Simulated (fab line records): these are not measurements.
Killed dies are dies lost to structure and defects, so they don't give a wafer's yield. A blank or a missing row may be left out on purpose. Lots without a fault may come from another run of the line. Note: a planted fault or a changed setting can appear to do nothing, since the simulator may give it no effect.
Which tool was responsible? :: flow n5-finfet :: 9 lots with 27 wafers sampled at 5 steps, on a route of 1938 steps

## WHAT THE GAUGES SHOWED, per wafer
Not one reading of a measure or inspect step in the record can be checked against a usual standard deviation.

## WHICH TOOL RAN EACH LOT (tool, then ch and the chambers of the sampled wafers, then the start)
lot: L183
N5_BEOL_M6_ETCH_72: rie-diel-05 ch 0,2,3, day 8 20:22
N5_MIM_BOT_ETCH_ETCH_04: rie-diel-05 ch 0,1,3, day 12 02:22
N5_MIM_BOT_ETCH_STRIP_01: rie-diel-05 ch 0,1,2, day 12 02:41
N5_PASSIVATION_DESCUM_46: rie-diel-03 ch 1,2,3, day 12 11:22
N5_PASSIVATION_PROBE_49: -

lot: L184
N5_BEOL_M6_ETCH_72: rie-diel-05 ch 0,1,2, day 8 22:43
N5_MIM_BOT_ETCH_ETCH_04: rie-diel-03 ch 0,1, day 11 22:35
N5_MIM_BOT_ETCH_STRIP_01: rie-diel-04 ch 0,2, day 11 22:54
N5_PASSIVATION_DESCUM_46: rie-diel-05 ch 0,2,3, day 12 03:28
N5_PASSIVATION_PROBE_49: -

lot: L185
N5_BEOL_M6_ETCH_72: rie-diel-05 ch 0,2,3, day 9 02:10
N5_MIM_BOT_ETCH_ETCH_04: rie-diel-05 ch 0,1,2, day 12 12:31
N5_MIM_BOT_ETCH_STRIP_01: rie-diel-04 ch 0,3, day 12 12:52
N5_PASSIVATION_DESCUM_46: rie-diel-03 ch 0,1,2, day 12 17:46
N5_PASSIVATION_PROBE_49: -

lot: L186
N5_BEOL_M6_ETCH_72: rie-diel-03 ch 1,2,3, day 9 15:11
N5_MIM_BOT_ETCH_ETCH_04: rie-diel-03 ch 1,3, day 12 20:55
N5_MIM_BOT_ETCH_STRIP_01: rie-diel-04 ch 0,3, day 12 21:24
N5_PASSIVATION_DESCUM_46: rie-diel-03 ch 0,2,3, day 13 07:27
N5_PASSIVATION_PROBE_49: -

lot: L187
N5_BEOL_M6_ETCH_72: rie-diel-05 ch 0,1,3, day 9 18:32
N5_MIM_BOT_ETCH_ETCH_04: rie-diel-04 ch 0,3, day 13 12:22
N5_MIM_BOT_ETCH_STRIP_01: rie-diel-05 ch 0,1,2, day 13 12:41
N5_PASSIVATION_DESCUM_46: rie-diel-04 ch 1,2, day 13 18:34
N5_PASSIVATION_PROBE_49: -

lot: L191
N5_BEOL_M6_ETCH_72: rie-diel-05 ch 1,3, day 10 17:50
N5_MIM_BOT_ETCH_ETCH_04: rie-diel-03 ch 0,1, day 14 07:16
N5_MIM_BOT_ETCH_STRIP_01: rie-diel-05 ch 0,1,2, day 14 07:35
N5_PASSIVATION_DESCUM_46: rie-diel-05 ch 2,3, day 14 16:32
N5_PASSIVATION_PROBE_49: -

lot: L197
N5_BEOL_M6_ETCH_72: rie-diel-05 ch 0,2,3, day 12 01:27
N5_MIM_BOT_ETCH_ETCH_04: rie-diel-03 ch 1,2,3, day 15 11:04
N5_MIM_BOT_ETCH_STRIP_01: rie-diel-04 ch 0,2,3, day 15 11:24
N5_PASSIVATION_DESCUM_46: rie-diel-03 ch 0,1,3, day 15 19:47
N5_PASSIVATION_PROBE_49: prober-01, day 15 22:50

lot: L196
N5_BEOL_M6_ETCH_72: rie-diel-05 ch 0,2, day 13 03:43
N5_MIM_BOT_ETCH_ETCH_04: rie-diel-05 ch 0,1,3, day 15 22:19
N5_MIM_BOT_ETCH_STRIP_01: rie-diel-04 ch 0,2, day 15 22:41
N5_PASSIVATION_DESCUM_46: rie-diel-04 ch 1,2,3, day 16 06:17
N5_PASSIVATION_PROBE_49: prober-01, day 16 09:23

lot: L203
N5_BEOL_M6_ETCH_72: rie-diel-03 ch 0,3, day 14 17:13
N5_MIM_BOT_ETCH_ETCH_04: rie-diel-05 ch 0,1,2, day 17 15:07
N5_MIM_BOT_ETCH_STRIP_01: rie-diel-05 ch 1,2, day 17 15:26
N5_PASSIVATION_DESCUM_46: rie-diel-04 ch 1,2,3, day 17 23:35
N5_PASSIVATION_PROBE_49: -
- N5_BEOL_M6_ETCH_72: etches underlayer in N2/H2, target depth 6.5 nm, time 5.2 s.
- N5_MIM_BOT_ETCH_ETCH_04: etches SiNx in CF4/O2, target depth 26 nm, time 13 s.
- N5_MIM_BOT_ETCH_STRIP_01: strips in O2.
- N5_PASSIVATION_DESCUM_46: chemistry O2, time 7.9 s.
- N5_PASSIVATION_PROBE_49

## AS READ BY THE TOOLS THEMSELVES (means over the sampled wafers that have a number; for cases with no such wafer, the mark the record gives instead)
N5_BEOL_M6_ETCH_72. Usual: value, then standard deviation, for each; drypump-motor-current-A 5.9 A / 0.48; etch-rf-on-time-s 5.20 s / 0.13; oes-product-au 0.67 a.u. / 0.093; rf-fwd-power-W 819.1 W / 2.2; rf-vpp-V 523.9 V / 2.8; showerhead-plenum-p-Torr 2.55 Torr / 0.093; throttle-valve-pct 17.80 % / 0.23.
lot: L183
tool: rie-diel-05
drypump-motor-current-A (A): 6.0
etch-rf-on-time-s (s): 5.28
oes-product-au (a.u.): 0.58
rf-fwd-power-W (W): 817.1
rf-vpp-V (V): 521.4
showerhead-plenum-p-Torr (Torr): 2.47
throttle-valve-pct (%): 17.87
flag: 

lot: L184
tool: rie-diel-05
drypump-motor-current-A (A): 5.6
etch-rf-on-time-s (s): 5.24
oes-product-au (a.u.): 0.59
rf-fwd-power-W (W): 817.3
rf-vpp-V (V): 520.9
showerhead-plenum-p-Torr (Torr): 2.45
throttle-valve-pct (%): 17.92
flag: 

lot: L185
tool: rie-diel-05
drypump-motor-current-A (A): 5.9
etch-rf-on-time-s (s): 5.31
oes-product-au (a.u.): 0.59
rf-fwd-power-W (W): 819.9
rf-vpp-V (V): 521.5
showerhead-plenum-p-Torr (Torr): 2.47
throttle-valve-pct (%): 17.86
flag: 

lot: L186
tool: rie-diel-03
drypump-motor-current-A (A): 6.0
etch-rf-on-time-s (s): 5.08
oes-product-au (a.u.): 0.70
rf-fwd-power-W (W): 818.5
rf-vpp-V (V): 524.0
showerhead-plenum-p-Torr (Torr): 2.53
throttle-valve-pct (%): 17.97
flag: 

lot: L187
tool: rie-diel-05
drypump-motor-current-A (A): 5.7
etch-rf-on-time-s (s): 5.30
oes-product-au (a.u.): 0.59
rf-fwd-power-W (W): 819.8
rf-vpp-V (V): 523.0
showerhead-plenum-p-Torr (Torr): 2.51
throttle-valve-pct (%): 17.74
flag: 

lot: L191
tool: rie-diel-05
drypump-motor-current-A (A): 5.8
etch-rf-on-time-s (s): 5.30
oes-product-au (a.u.): 0.59
rf-fwd-power-W (W): 819.0
rf-vpp-V (V): 524.6
showerhead-plenum-p-Torr (Torr): 2.57
throttle-valve-pct (%): 17.67
flag: 

lot: L197
tool: rie-diel-05
drypump-motor-current-A (A): 6.0
etch-rf-on-time-s (s): 5.18
oes-product-au (a.u.): 0.74
rf-fwd-power-W (W): 819.2
rf-vpp-V (V): 526.4
showerhead-plenum-p-Torr (Torr): 2.68
throttle-valve-pct (%): 17.61
flag: 

lot: L196
tool: rie-diel-05
drypump-motor-current-A (A): 5.9
etch-rf-on-time-s (s): 5.07
oes-product-au (a.u.): 0.81
rf-fwd-power-W (W): 819.2
rf-vpp-V (V): 529.2
showerhead-plenum-p-Torr (Torr): 2.72
throttle-valve-pct (%): 17.57
flag: 

lot: L203
tool: rie-diel-03
drypump-motor-current-A (A): 5.5
etch-rf-on-time-s (s): 5.22
oes-product-au (a.u.): 0.66
rf-fwd-power-W (W): 820.7
rf-vpp-V (V): 521.0
showerhead-plenum-p-Torr (Torr): 2.48
throttle-valve-pct (%): 17.92
flag: 

N5_MIM_BOT_ETCH_ETCH_04. Usual: drypump-motor-current-A 6.0 A, standard deviation 0.46; oes-product-au 0.84 a.u., standard deviation 0.097; rf-fwd-power-W 531.3 W, standard deviation 1.7; rf-vpp-V 240 V, standard deviation 4.4; showerhead-plenum-p-Torr 2.21 Torr, standard deviation 0.071; throttle-valve-pct 15.80 %, standard deviation 0.23.
lot: L183
tool: rie-diel-05
drypump-motor-current-A (A): 5.6
oes-product-au (a.u.): 0.79
rf-fwd-power-W (W): 532.3
rf-vpp-V (V): 235
showerhead-plenum-p-Torr (Torr): 2.26
throttle-valve-pct (%): 15.76
flag: 

lot: L184
tool: rie-diel-03
drypump-motor-current-A (A): 6.1
oes-product-au (a.u.): 0.79
rf-fwd-power-W (W): 530.4
rf-vpp-V (V): 237
showerhead-plenum-p-Torr (Torr): 2.16
throttle-valve-pct (%): 15.87
flag: 

lot: L185
tool: rie-diel-05
drypump-motor-current-A (A): 5.6
oes-product-au (a.u.): 0.87
rf-fwd-power-W (W): 531.3
rf-vpp-V (V): 238
showerhead-plenum-p-Torr (Torr): 2.29
throttle-valve-pct (%): 15.73
flag: 

lot: L186
tool: rie-diel-03
drypump-motor-current-A (A): 6.2
oes-product-au (a.u.): 0.83
rf-fwd-power-W (W): 531.1
rf-vpp-V (V): 238
showerhead-plenum-p-Torr (Torr): 2.15
throttle-valve-pct (%): 15.86
flag: 

lot: L187
tool: rie-diel-04
drypump-motor-current-A (A): 6.4
oes-product-au (a.u.): 0.68
rf-fwd-power-W (W): 532.1
rf-vpp-V (V): 245
showerhead-plenum-p-Torr (Torr): 2.21
throttle-valve-pct (%): 15.88
flag: 

lot: L191
tool: rie-diel-03
drypump-motor-current-A (A): 5.8
oes-product-au (a.u.): 0.72
rf-fwd-power-W (W): 531.9
rf-vpp-V (V): 239
showerhead-plenum-p-Torr (Torr): 2.17
throttle-valve-pct (%): 16.05
flag: 

lot: L197
tool: rie-diel-03
drypump-motor-current-A (A): 6.0
oes-product-au (a.u.): 0.84
rf-fwd-power-W (W): 531.6
rf-vpp-V (V): 241
showerhead-plenum-p-Torr (Torr): 2.18
throttle-valve-pct (%): 16.00
flag: 

lot: L196
tool: rie-diel-05
drypump-motor-current-A (A): 5.7
oes-product-au (a.u.): 0.90
rf-fwd-power-W (W): 532.9
rf-vpp-V (V): 234
showerhead-plenum-p-Torr (Torr): 2.24
throttle-valve-pct (%): 15.49
flag: 

lot: L203
tool: rie-diel-05
drypump-motor-current-A (A): 5.6
oes-product-au (a.u.): 0.88
rf-fwd-power-W (W): 531.1
rf-vpp-V (V): 237
showerhead-plenum-p-Torr (Torr): 2.27
throttle-valve-pct (%): 15.67
flag: 

N5_MIM_BOT_ETCH_STRIP_01. Usual: drypump-motor-current-A 6.0 A, standard deviation 0.44; oes-product-au 0.85 a.u., standard deviation 0.088; rf-vpp-V 3.5 V, standard deviation 1.3; showerhead-plenum-p-Torr 2.12 Torr, standard deviation 0.082; throttle-valve-pct 16.40 %, standard deviation 0.24.
lot: L183
tool: rie-diel-05
drypump-motor-current-A (A): 5.6
oes-product-au (a.u.): 0.89
rf-vpp-V (V): 3.7
showerhead-plenum-p-Torr (Torr): 2.18
throttle-valve-pct (%): 16.43
flag: 

lot: L184
tool: rie-diel-04
drypump-motor-current-A (A): 6.5
oes-product-au (a.u.): 0.68
rf-vpp-V (V): 4.0
showerhead-plenum-p-Torr (Torr): 2.13
throttle-valve-pct (%): 16.69
flag: 

lot: L185
tool: rie-diel-04
drypump-motor-current-A (A): 6.5
oes-product-au (a.u.): 0.70
rf-vpp-V (V): 3.0
showerhead-plenum-p-Torr (Torr): 2.12
throttle-valve-pct (%): 16.56
flag: 

lot: L186
tool: rie-diel-04
drypump-motor-current-A (A): 6.5
oes-product-au (a.u.): 0.70
rf-vpp-V (V): 3.2
showerhead-plenum-p-Torr (Torr): 2.12
throttle-valve-pct (%): 16.58
flag: 

lot: L187
tool: rie-diel-05
drypump-motor-current-A (A): 5.6
oes-product-au (a.u.): 0.83
rf-vpp-V (V): 3.7
showerhead-plenum-p-Torr (Torr): 2.18
throttle-valve-pct (%): 16.47
flag: 

lot: L191
tool: rie-diel-05
drypump-motor-current-A (A): 5.6
oes-product-au (a.u.): 0.82
rf-vpp-V (V): 4.2
showerhead-plenum-p-Torr (Torr): 2.18
throttle-valve-pct (%): 16.47
flag: 

lot: L197
tool: rie-diel-04
drypump-motor-current-A (A): 6.4
oes-product-au (a.u.): 0.88
rf-vpp-V (V): 3.1
showerhead-plenum-p-Torr (Torr): 2.06
throttle-valve-pct (%): 16.43
flag: 

lot: L196
tool: rie-diel-04
drypump-motor-current-A (A): 6.5
oes-product-au (a.u.): 0.92
rf-vpp-V (V): 4.0
showerhead-plenum-p-Torr (Torr): 2.12
throttle-valve-pct (%): 16.36
flag: 

lot: L203
tool: rie-diel-05
drypump-motor-current-A (A): 5.6
oes-product-au (a.u.): 0.88
rf-vpp-V (V): 3.7
showerhead-plenum-p-Torr (Torr): 2.16
throttle-valve-pct (%): 16.47
flag: 

N5_PASSIVATION_DESCUM_46. Usual: value, then standard deviation, for each; bias-power-w 20.00 W / 0.059; drypump-motor-current-A 6.0 A / 0.4; oes-product-au 0.85 a.u. / 0.084; rf-fwd-power-W 49.34 W / 0.23; rf-vpp-V 243.3 V / 1.4; showerhead-plenum-p-Torr 2.09 Torr / 0.079; throttle-valve-pct 20.24 % / 0.27.
lot: L183
tool: rie-diel-03
bias-power-w (W): 19.95
drypump-motor-current-A (A): 6.0
oes-product-au (a.u.): 0.89
rf-fwd-power-W (W): 49.37
rf-vpp-V (V): 242.1
showerhead-plenum-p-Torr (Torr): 2.06
throttle-valve-pct (%): 20.38
flag: 

lot: L184
tool: rie-diel-05
bias-power-w (W): 20.03
drypump-motor-current-A (A): 6.0
oes-product-au (a.u.): 0.88
rf-fwd-power-W (W): 49.39
rf-vpp-V (V): 245.4
showerhead-plenum-p-Torr (Torr): 2.20
throttle-valve-pct (%): 20.13
flag: 

lot: L185
tool: rie-diel-03
bias-power-w (W): 20.03
drypump-motor-current-A (A): 5.9
oes-product-au (a.u.): 0.83
rf-fwd-power-W (W): 49.25
rf-vpp-V (V): 243.7
showerhead-plenum-p-Torr (Torr): 2.08
throttle-valve-pct (%): 20.42
flag: 

lot: L186
tool: rie-diel-03
bias-power-w (W): 19.99
drypump-motor-current-A (A): 5.6
oes-product-au (a.u.): 0.83
rf-fwd-power-W (W): 49.48
rf-vpp-V (V): 242.6
showerhead-plenum-p-Torr (Torr): 2.08
throttle-valve-pct (%): 20.55
flag: 

lot: L187
tool: rie-diel-04
bias-power-w (W): 20.02
drypump-motor-current-A (A): 6.3
oes-product-au (a.u.): 0.95
rf-fwd-power-W (W): 49.37
rf-vpp-V (V): 242.7
showerhead-plenum-p-Torr (Torr): 2.07
throttle-valve-pct (%): 20.17
flag: 

lot: L191
tool: rie-diel-05
bias-power-w (W): 19.95
drypump-motor-current-A (A): 6.0
oes-product-au (a.u.): 0.92
rf-fwd-power-W (W): 49.27
rf-vpp-V (V): 244.2
showerhead-plenum-p-Torr (Torr): 2.15
throttle-valve-pct (%): 19.90
flag: 

lot: L197
tool: rie-diel-03
bias-power-w (W): 19.97
drypump-motor-current-A (A): 5.8
oes-product-au (a.u.): 0.76
rf-fwd-power-W (W): 49.23
rf-vpp-V (V): 242.2
showerhead-plenum-p-Torr (Torr): 2.03
throttle-valve-pct (%): 20.39
flag: 

lot: L196
tool: rie-diel-04
bias-power-w (W): 19.95
drypump-motor-current-A (A): 6.2
oes-product-au (a.u.): 0.83
rf-fwd-power-W (W): 49.22
rf-vpp-V (V): 242.8
showerhead-plenum-p-Torr (Torr): 2.05
throttle-valve-pct (%): 20.19
flag: 

lot: L203
tool: rie-diel-04
bias-power-w (W): 20.00
drypump-motor-current-A (A): 6.2
oes-product-au (a.u.): 0.82
rf-fwd-power-W (W): 49.31
rf-vpp-V (V): 242.1
showerhead-plenum-p-Torr (Torr): 2.05
throttle-valve-pct (%): 20.21
flag: 

N5_PASSIVATION_PROBE_49. Usual: defect-limited-yield 91.1 %, standard deviation 1.4; killed_at_M0_to_M3 34, standard deviation 11; killed_at_M4_up 14, standard deviation 5.7; killed-at-contacts 14, standard deviation 6.9; killed-at-front-end 40, standard deviation 11; killed-at-other 4, standard deviation 3.1; killed-dies 105, standard deviation 17; killed-on-rim 14, standard deviation 4.1; killed-open 70, standard deviation 13; killed-short 34, standard deviation 7.6; sort_bin_5_function 5.3 %, standard deviation 0.95; sort_bin_6_memory 3.3 %, standard deviation 0.64; sort-n-pass 1075, standard deviation 17; sort-yield-pct 91.1 %, standard deviation 1.4.
lot: L197
tool: prober-01
defect-limited-yield (%): 85.4
killed_at_M0_to_M3: 29
killed_at_M4_up: 104
killed-at-contacts: 7
killed-at-front-end: 30
killed-at-other: 1
killed-dies: 172
killed-on-rim: 28
killed-open: 52
killed-short: 30
sort_bin_5_function (%): 8.7
sort_bin_6_memory (%): 3.6
sort-n-pass: 1008
sort-yield-pct (%): 85.4
flag: OFF

lot: L196
tool: prober-01
defect-limited-yield (%): 83.8
killed_at_M0_to_M3: 36
killed_at_M4_up: 83
killed-at-contacts: 16
killed-at-front-end: 49
killed-at-other: 8
killed-dies: 192
killed-on-rim: 34
killed-open: 76
killed-short: 45
sort_bin_5_function (%): 9.8
sort_bin_6_memory (%): 4.3
sort-n-pass: 988
sort-yield-pct (%): 83.8
flag: OFF

## THE ANSWER, worked out from the rows above alone
Rule: take the mean of a lot's wafers that have a number; if it is more than 3 standard deviations from the usual mean, the lot is off. Also off: a lot with no number at a reading for which 4 or more lots have one. All remaining lots with rows at the step are treated as sound. Order of review: gauges by route order, followed by the tools' own readings, for which a lot's mean as printed above is used. At the first step where some lot is off, the reading lying furthest off is the one used; lots without a number count as furthest.
Off at N5_PASSIVATION_PROBE_49 (killed_at_M4_up): L197, L196. Neither off nor sound, because the step has no rows for them: L183, L184, L185, L186, L187, L191, L203.
A tool fits if, at that step or a process step before it, it ran every lot that is off, and no sound lot after the first of them. Can't be told from this: 3 tools fit, rie-diel-05 at N5_BEOL_M6_ETCH_72, rie-diel-04 at N5_MIM_BOT_ETCH_STRIP_01, prober-01 at N5_PASSIVATION_PROBE_49.

## WHAT THE SIMULATOR HAD INSERTED
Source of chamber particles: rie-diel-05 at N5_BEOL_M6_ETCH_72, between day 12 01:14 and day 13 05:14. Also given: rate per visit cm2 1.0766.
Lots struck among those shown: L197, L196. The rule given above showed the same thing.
